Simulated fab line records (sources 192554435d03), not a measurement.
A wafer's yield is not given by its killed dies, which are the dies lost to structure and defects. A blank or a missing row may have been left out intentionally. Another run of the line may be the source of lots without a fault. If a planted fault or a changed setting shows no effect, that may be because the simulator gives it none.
fab line records + flow n5-finfet
record:
- lots: 12
- wafers: 36
- last-day: 18
route steps=1938 shown HKMG_FIN@444 PAD_METAL@1894 PASSIVATION@1926
lots with no fault: from the same line, run without faults
start-h: start of the lot's first displayed wafer, in hours after the record's first day + wait-h: hours from the lot's prior step to this one + " repeats the value in the row above + L1.1+2: a row that stands for several wafers + - no value present, or no start provided + * or withheld: withheld + < > ~ a bound
route shown NAME@n: NAME is a module with steps in the file, n the number in the route of the first one + usual: average and standard deviation across the fault-free wafers + same: alike in all rows + chamber/n: place in a boat + sites: per-site readings + _std_site: how widely they spread, as a standard deviation + _edge_site: the outer-site mean with the inner-site mean subtracted + radius-mm: for every site, how far away it sits from the centre of the wafer + mask NAME#n: copy n + behind: the tool/chamber that last shaped the wafer + hold: reason for holding the lot/hours on hold/outcome of the hold + device: the transistor (n, p or np) that didn't switch + end of line: the tests these same wafers got at the end of their route + for a step that has no rows: nothing shown but its recipe + killed: not the wafer's yield, but the dies lost to structure and defects at the first sort + map: the dies of a wafer, with x for killed, . for not killed, _ for no die there
set.NAME: the setting that was run; set.NAME@STEP: the one run at that earlier step + model.NAME: the simulator's own value behind a step, which no gauge read
steps of the route over a sample of lots; a table a step, a row a wafer
services: when a tool's chamber went out of use (start-h, in hours from the record's first day, below 0 if earlier), for how many hours, and the reason
== steps ==
step: N5_HKMG_FIN_ETCH_86
recipe:
- chemistry: N2/H2
- target: SOC
- target-depth-a: 3932
- stop-on: TiN
- ion-energy-ev: 100
- bias-w: 61
- pressure-mtorr: 30
- source-w: 850
- n2-flow-sccm: 200
- h2-flow-sccm: 200
usual:
- drypump-motor-current-A: 5.6/0.38
- h2-flow-sccm: 200.0/0.57
- oes-product-au: 0.78/0.087
- rf-vpp-V: 241.0/1.3
- showerhead-plenum-p-Torr: 2.58/0.086
- throttle-valve-pct: 17.72/0.24
| lot.wafer | tool        | chamber | start-h | wait-h | drypump-motor-current-A | h2-flow-sccm | oes-product-au | rf-hours-counter-h | rf-vpp-V | showerhead-plenum-p-Torr | throttle-valve-pct |
|-----------|-------------|---------|---------|--------|-------------------------|--------------|----------------|--------------------|----------|--------------------------|--------------------|
| L590.2    | rie-diel-05 | 0       | 77.48   | -      | 5.6                     | 199.3        | 0.94           | 10                 | 243.0    | 2.73                     | 17.71              |
| L590.3    | "           | 1       | "       | "      | 5.4                     | 200.2        | 0.69           | 222                | 239.9    | 2.52                     | 18.13              |
| L590.4    | "           | 2       | "       | "      | 5.8                     | 200.4        | 0.73           | 157                | 241.8    | 2.64                     | 17.29              |
| L592.1    | rie-diel-05 | 1       | 87.40   | -      | 5.4                     | 200.8        | 0.69           | 226                | 240.9    | 2.52                     | 18.13              |
| L592.2    | "           | 3       | "       | "      | 5.7                     | 200.2        | 0.73           | 170                | 240.6    | 2.52                     | 17.48              |
| L592.4    | "           | 0       | "       | "      | 5.6                     | 200.2        | 0.93           | 14                 | 242.2    | 2.72                     | 17.74              |
| L593.1    | rie-diel-02 | 1       | 95.43   | -      | 5.4                     | 200.9        | 0.68           | 232                | 241.3    | 2.63                     | 18.21              |
| L593.4    | "           | 0       | "       | "      | 5.4                     | 200.0        | 0.82           | 79                 | 240.0    | 2.58                     | 17.53              |
| L593.6    | "           | 2       | "       | "      | 6.6                     | 200.8        | 0.78           | -                  | 238.4    | 2.44                     | 17.64              |
| L597.2    | rie-diel-04 | 2       | 121.79  | -      | 5.7                     | 199.9        | 0.75           | 155                | 242.0    | 2.64                     | 18.04              |
| L597.4    | "           | 0       | "       | "      | 5.9                     | 200.0        | 0.76           | 154                | 240.9    | 2.55                     | 17.68              |
| L597.5    | "           | 0       | "       | "      | 5.9                     | 200.4        | 0.76           | -                  | 240.4    | 2.55                     | 17.67              |
| L596.1    | rie-diel-05 | 0       | 123.29  | -      | 5.6                     | 199.9        | 0.89           | 27                 | 242.9    | 2.72                     | 17.73              |
| L596.2    | "           | 2       | "       | "      | 5.8                     | 199.5        | 0.71           | 173                | 243.7    | 2.63                     | 17.33              |
| L596.4    | "           | 1       | "       | "      | 5.4                     | 200.2        | 0.68           | 238                | 241.6    | 2.52                     | 18.16              |
| L600.3    | rie-diel-02 | 1       | 141.46  | -      | 5.4                     | 200.1        | 0.68           | 252                | 241.0    | 2.62                     | 18.26              |
| L600.5    | "           | 0       | "       | "      | 5.4                     | 199.5        | 0.80           | -                  | 241.7    | 2.57                     | 17.54              |
| L600.6    | "           | 2       | "       | "      | 6.6                     | 198.8        | 0.76           | -                  | 238.2    | 2.43                     | 17.69              |
| L602.1    | rie-diel-05 | 1       | 150.35  | -      | 5.4                     | 199.8        | 0.67           | 249                | 239.9    | 2.51                     | 18.21              |
| L602.2    | "           | 3       | "       | "      | 5.7                     | 199.9        | 0.72           | 193                | 240.2    | 2.50                     | 17.53              |
| L602.3    | "           | 2       | "       | "      | 5.8                     | 200.5        | 0.71           | 181                | 239.9    | 2.63                     | 17.35              |
| L604.1    | rie-diel-05 | 3       | 158.57  | -      | 5.7                     | 199.3        | 0.71           | 197                | 239.3    | 2.50                     | 17.53              |
| L604.4    | "           | 0       | "       | "      | 5.6                     | 201.2        | 0.87           | -                  | 242.7    | 2.71                     | 17.77              |
| L604.5    | "           | 2       | "       | "      | 5.8                     | 201.1        | 0.70           | -                  | 241.3    | 2.63                     | 17.35              |
| L607.2    | rie-diel-02 | 2       | 180.46  | -      | 6.6                     | 199.2        | 0.75           | 155                | 239.5    | 2.43                     | 17.69              |
| L607.3    | "           | 3       | "       | "      | 5.5                     | 200.8        | 0.88           | 42                 | 240.8    | 2.49                     | 17.83              |
| L607.6    | "           | 0       | "       | "      | 5.4                     | 200.8        | 0.78           | -                  | 240.4    | 2.56                     | 17.58              |
| L609.1    | rie-diel-02 | 2       | 191.02  | -      | 6.6                     | 199.3        | 0.74           | 158                | 238.6    | 2.43                     | 17.71              |
| L609.2    | "           | 3       | "       | "      | 5.5                     | 200.8        | 0.87           | 46                 | 241.0    | 2.49                     | 17.83              |
| L609.4    | "           | 1       | "       | "      | 5.4                     | 199.6        | 0.91           | 8                  | 242.5    | 2.61                     | 17.83              |
| L611.2    | rie-diel-04 | 3       | 203.93  | -      | 5.0                     | 199.6        | 0.88           | 44                 | 242.9    | 2.70                     | 17.63              |
| L611.3    | "           | 2       | "       | "      | 5.7                     | 200.9        | 0.72           | 185                | 240.7    | 2.63                     | 18.08              |
| L611.4    | "           | 0       | "       | "      | 5.9                     | 199.6        | 0.74           | 181                | 238.7    | 2.54                     | 17.72              |
| L612.3    | rie-diel-02 | 0       | 211.23  | -      | 5.4                     | 200.5        | 0.78           | 125                | 238.8    | 2.56                     | 17.59              |
| L612.5    | "           | 0       | "       | "      | 5.4                     | 199.4        | 0.77           | -                  | 240.6    | 2.56                     | 17.59              |
| L612.6    | "           | 1       | "       | "      | 5.4                     | 198.8        | 0.89           | -                  | 242.3    | 2.61                     | 17.84              |
step: N5_PASSIVATION_PRE_CLEAN_19
recipe:
- gas: H2/He
- time-s: *
- temp-c: *
usual:
- heater-power-w: 461/32
| lot.wafer | tool           | chamber | start-h | wait-h | heater-power-w |
|-----------|----------------|---------|---------|--------|----------------|
| L592.1    | pvd-sputter-02 | -       | 264.48  | 0.0    | 482            |
| L592.2    | "              | -       | "       | "      | 460            |
| L592.4    | "              | -       | "       | "      | 427            |
| L590.2    | pvd-sputter-02 | -       | 265.12  | 0.0    | 463            |
| L590.3    | "              | -       | "       | "      | 432            |
| L590.4    | "              | -       | "       | "      | 424            |
| L593.1    | pvd-sputter-03 | -       | 288.15  | 0.0    | 551            |
| L593.4    | "              | -       | "       | "      | 431            |
| L593.6    | "              | -       | "       | "      | 470            |
| L597.2    | pvd-sputter-01 | -       | 314.39  | 0.0    | 452            |
| L597.4    | "              | -       | "       | "      | 462            |
| L597.5    | "              | -       | "       | "      | 436            |
| L596.1    | pvd-sputter-01 | -       | 317.21  | 0.0    | 437            |
| L596.2    | "              | -       | "       | "      | 476            |
| L596.4    | "              | -       | "       | "      | 443            |
| L600.3    | pvd-sputter-03 | -       | 327.07  | 0.0    | 482            |
| L600.5    | "              | -       | "       | "      | 468            |
| L600.6    | "              | -       | "       | "      | 549            |
| L602.1    | pvd-sputter-01 | -       | 344.36  | 0.0    | 431            |
| L602.2    | "              | -       | "       | "      | 474            |
| L602.3    | "              | -       | "       | "      | 452            |
| L604.1    | pvd-sputter-01 | -       | 353.34  | 0.0    | 438            |
| L604.4    | "              | -       | "       | "      | 479            |
| L604.5    | "              | -       | "       | "      | 453            |
| L607.2    | pvd-sputter-02 | -       | 362.14  | 0.0    | 461            |
| L607.3    | "              | -       | "       | "      | 431            |
| L607.6    | "              | -       | "       | "      | 419            |
| L609.1    | pvd-sputter-02 | -       | 386.10  | 0.0    | 498            |
| L609.2    | "              | -       | "       | "      | 471            |
| L609.4    | "              | -       | "       | "      | 432            |
| L611.2    | pvd-sputter-03 | -       | 387.98  | 0.0    | 441            |
| L611.3    | "              | -       | "       | "      | 421            |
| L611.4    | "              | -       | "       | "      | 472            |
| L612.3    | pvd-sputter-03 | -       | 415.62  | 0.0    | 478            |
| L612.5    | "              | -       | "       | "      | 431            |
| L612.6    | "              | -       | "       | "      | 454            |
step: N5_PASSIVATION_OVL_MEAS_66
recipe:
- points-per-wafer: 44
usual:
- PASS_OPEN_OVL: 2/5.7
| lot.wafer | tool       | chamber | start-h | wait-h | PASS_OPEN_OVL[nm] |
|-----------|------------|---------|---------|--------|-------------------|
| L592.1    | overlay-02 | 0       | 267.00  | 0.0    | 1                 |
| L592.2    | "          | 0       | "       | "      | 8                 |
| L592.4    | "          | 0       | "       | "      | 0                 |
| L590.2    | overlay-02 | 0       | 267.74  | 0.0    | 2                 |
| L590.3    | "          | 0       | "       | "      | 6                 |
| L590.4    | "          | 0       | "       | "      | 7                 |
| L593.1    | overlay-01 | 0       | 291.00  | 0.0    | 6                 |
| L593.4    | "          | 0       | "       | "      | 8                 |
| L593.6    | "          | 0       | "       | "      | 11                |
| L597.2    | overlay-02 | 0       | 317.02  | 0.0    | 7                 |
| L597.4    | "          | 0       | "       | "      | 8                 |
| L597.5    | "          | 0       | "       | "      | 7                 |
| L596.1    | overlay-01 | 0       | 319.72  | 0.0    | 5                 |
| L596.2    | "          | 0       | "       | "      | 8                 |
| L596.4    | "          | 0       | "       | "      | 5                 |
| L600.3    | overlay-01 | 0       | 330.05  | 0.0    | 2                 |
| L600.5    | "          | 0       | "       | "      | -2                |
| L600.6    | "          | 0       | "       | "      | 0                 |
| L602.1    | overlay-01 | 0       | 347.11  | 0.0    | 3                 |
| L602.2    | "          | 0       | "       | "      | 5                 |
| L602.3    | "          | 0       | "       | "      | 8                 |
| L604.1    | overlay-01 | 0       | 356.00  | 0.0    | 14                |
| L604.4    | "          | 0       | "       | "      | 3                 |
| L604.5    | "          | 0       | "       | "      | 8                 |
| L607.2    | overlay-01 | 0       | 365.28  | 0.0    | 0                 |
| L607.3    | "          | 0       | "       | "      | -2                |
| L607.6    | "          | 0       | "       | "      | 1                 |
| L609.1    | overlay-01 | 0       | 388.59  | 0.0    | -3                |
| L609.2    | "          | 0       | "       | "      | -7                |
| L609.4    | "          | 0       | "       | "      | -1                |
| L611.2    | overlay-02 | 0       | 390.47  | 0.0    | 3                 |
| L611.3    | "          | 0       | "       | "      | -2                |
| L611.4    | "          | 0       | "       | "      | 0                 |
| L612.3    | overlay-02 | 0       | 418.72  | 0.0    | 3                 |
| L612.5    | "          | 0       | "       | "      | -1                |
| L612.6    | "          | 0       | "       | "      | 4                 |
step: N5_PASSIVATION_PROBE_49
usual:
- defect-limited-yield: 91.0/1.5
- killed_at_M0_to_M3: 34/9.1
- killed_at_M4_up: 14/5.7
- killed-at-contacts: 13/5.7
- killed-at-front-end: 42/12
- killed-at-other: 4/3.4
- killed-dies: 106/17
- killed-open: 70/13
- killed-short: 34/7.5
- sort_bin_5_function: 5.2/0.94
- sort_bin_6_memory: 3.4/0.69
- sort_bin_8_speed: 0.00/0.029
- sort-n-pass: 1074/17
- sort-yield-pct: 91.0/1.5
same:
- gross-dies: 1180
- killed-at-back-side: 0
- sort_bin_4_leakage[%]: 0
| lot.wafer | tool      | chamber | start-h | wait-h | defect-limited-yield[%] | killed_at_M0_to_M3 | killed_at_M4_up | killed-at-contacts | killed-at-front-end | killed-at-other | killed-dies | killed-open | killed-short | sort_bin_5_function[%] | sort_bin_6_memory[%] | sort_bin_8_speed[%] | sort-n-pass | sort-yield-pct[%] |
|-----------|-----------|---------|---------|--------|-------------------------|--------------------|-----------------|--------------------|---------------------|-----------------|-------------|-------------|--------------|------------------------|----------------------|---------------------|-------------|-------------------|
| L602.1    | prober-01 | -       | 351.56  | 0.0    | 91.9                    | 49                 | 9               | 8                  | 27                  | 2               | 95          | 64          | 31           | 4.8                    | 2.7                  | 0                   | 1085        | 91.9              |
| L602.2    | prober-01 | -       | 351.61  | 0.1    | 82.5                    | 24                 | 11              | 13                 | 157                 | 1               | 206         | 62          | 32           | 9.7                    | 5.7                  | 0                   | 974         | 82.5              |
| L602.3    | prober-01 | -       | 351.66  | 0.1    | 91.1                    | 31                 | 6               | 10                 | 55                  | 3               | 105         | 68          | 37           | 4.9                    | 3.4                  | 0                   | 1075        | 91.1              |
| L604.1    | prober-02 | -       | 359.47  | 0.0    | 85.2                    | 23                 | 12              | 3                  | 134                 | 3               | 175         | 42          | 22           | 9.4                    | 3.1                  | 0                   | 1005        | 85.2              |
| L604.4    | prober-02 | -       | 359.62  | 0.2    | 92.5                    | 26                 | 24              | 6                  | 23                  | 10              | 89          | 53          | 32           | 4.5                    | 2.6                  | 0                   | 1091        | 92.5              |
| L604.5    | prober-02 | -       | 359.67  | 0.2    | 91.5                    | 26                 | 22              | 10                 | 32                  | 10              | 100         | 62          | 36           | 5.0                    | 2.9                  | 0                   | 1080        | 91.5              |
killed by level:class
L602.1 BEOL_M2:geometric-particle:open=12 STI_FIN_REVEAL:geometric-particle:open=10 BEOL_M0_SAQP:geometric-particle:short=9 MOL_CONTACT_COAG:geometric-particle:open=7 BEOL_M0_SAQP:geometric-particle:open=7 BEOL_M1:geometric-particle:open=7 GATE_CUT:geometric-particle:short=6 BEOL_M3:geometric-particle:open=6
L602.2 HKMG_FIN:unspecified=112 MOL_CONTACT_COAG:geometric-particle:open=11 STI_FIN_REVEAL:geometric-particle:open=9 GATE_CUT:geometric-particle:short=7 GATE_CUT:geometric-particle:open=7 BEOL_M2:geometric-particle:open=7 FIN_SAQP:geometric-particle:short=6 FIN_SAQP:geometric-particle:open=5
L602.3 STI_FIN_REVEAL:geometric-particle:open=23 FIN_SAQP:geometric-particle:open=10 BEOL_M0_SAQP:geometric-particle:short=10 MOL_CONTACT_COAG:geometric-particle:open=9 BEOL_M0_SAQP:geometric-particle:open=9 FIN_SAQP:geometric-particle:short=6 GATE_CUT:geometric-particle:short=6 BEOL_M2:geometric-particle:open=4
L604.1 HKMG_FIN:unspecified=107 STI_FIN_REVEAL:geometric-particle:open=7 BEOL_M0_SAQP:geometric-particle:open=7 FIN_SAQP:geometric-particle:open=6 BEOL_M1:geometric-particle:open=6 BEOL_M0_SAQP:geometric-particle:short=5 DUMMY_GATE:geometric-particle:open=3 GATE_CUT:geometric-particle:short=3
L604.4 BEOL_M4:geometric-particle:open=8 BEOL_M0_SAQP:geometric-particle:short=7 BEOL_M2:geometric-particle:open=7 FIN_SAQP:geometric-particle:open=5 BEOL_M0_SAQP:geometric-particle:open=5 BEOL_M4:geometric-particle:short=5 PASS1_CAP:geometric-particle:short=5 GATE_CUT:geometric-particle:open=4
L604.5 BEOL_M5:geometric-particle:open=7 MOL_CONTACT_COAG:geometric-particle:open=7 BEOL_M0_SAQP:geometric-particle:short=7 BEOL_M0_SAQP:geometric-particle:open=5 BEOL_M1:geometric-particle:open=5 BEOL_M3:geometric-particle:open=5 BEOL_M4:geometric-particle:open=5 FIN_SAQP:geometric-particle:open=4
== services ==
| tool           | chamber | start-h | hours | kind                          |
|----------------|---------|---------|-------|-------------------------------|
| pvd-sputter-02 | -       | 82.40   | 1.1   | repair                        |
| rie-diel-04    | -       | 86.97   | 0.2   | repair                        |
| rie-diel-05    | 1       | 89.57   | 3.7   | repair                        |
| rie-diel-04    | 3       | 103.87  | 1.6   | repair                        |
| rie-diel-02    | 2       | 123.38  | 3.3   | repair                        |
| rie-diel-02    | 3       | 124.20  | 18.9  | repair                        |
| rie-diel-05    | 2       | 127.78  | 5.4   | repair                        |
| rie-diel-04    | 0       | 133.20  | 5.6   | repair                        |
| rie-diel-02    | 1       | 143.12  | -     | clean                         |
| rie-diel-02    | 1       | 143.12  | -     | consumable-replace:focus-ring |
| rie-diel-02    | 1       | 143.12  | 20.1  | scheduled-down                |
| rie-diel-05    | 3       | 207.52  | 3.0   | repair                        |
| rie-diel-04    | 2       | 266.00  | 8.9   | repair                        |
| rie-diel-02    | 3       | 307.91  | 13.1  | repair                        |
| rie-diel-05    | 1       | 337.55  | 4.0   | repair                        |
| pvd-sputter-03 | -       | 341.47  | 6.6   | repair                        |
| rie-diel-05    | -       | 352.42  | 0.5   | repair                        |
| pvd-sputter-01 | -       | 369.52  | 4.6   | repair                        |
| rie-diel-02    | -       | 372.06  | 0.2   | repair                        |
| rie-diel-04    | -       | 389.10  | 14.6  | pm                            |
| rie-diel-05    | -       | 389.51  | 2.8   | pm                            |
| pvd-sputter-01 | -       | 390.82  | 1.7   | repair                        |
| pvd-sputter-03 | -       | 393.43  | 2.3   | repair                        |
| rie-diel-05    | 2       | 397.25  | 10.5  | repair                        |
== key ==
first-sign:
- step: N5_PASSIVATION_PROBE_49
- reading: killed-at-front-end
- direction: up
- sigmas: 8.4
- usual: 42
- struck: 146
effect:
- step: N5_PASSIVATION_PROBE_49
- reading: defect-limited-yield
- direction: down
- sigmas: 4.9
- usual: 91.0
- struck: 83.9
more-kills-born-at:
- N5_HKMG_FIN_ETCH_86@rie-diel-05: 219
met-at N5_HKMG_FIN_ETCH_86
struck-lots L602,L604
struck-wafers L602.2,L604.1
not-acting-at N5_PASSIVATION_PRE_CLEAN_19,N5_PASSIVATION_OVL_MEAS_66
onset-between 87.40 150.35
fault:
- kind: chamber-particle-source
- tool: rie-diel-05
- chamber: 3
- onset-h: 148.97
- steps: N5_HKMG_FIN_ETCH_86
- rate-per-visit-cm2: 0.69755
- end-h: 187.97
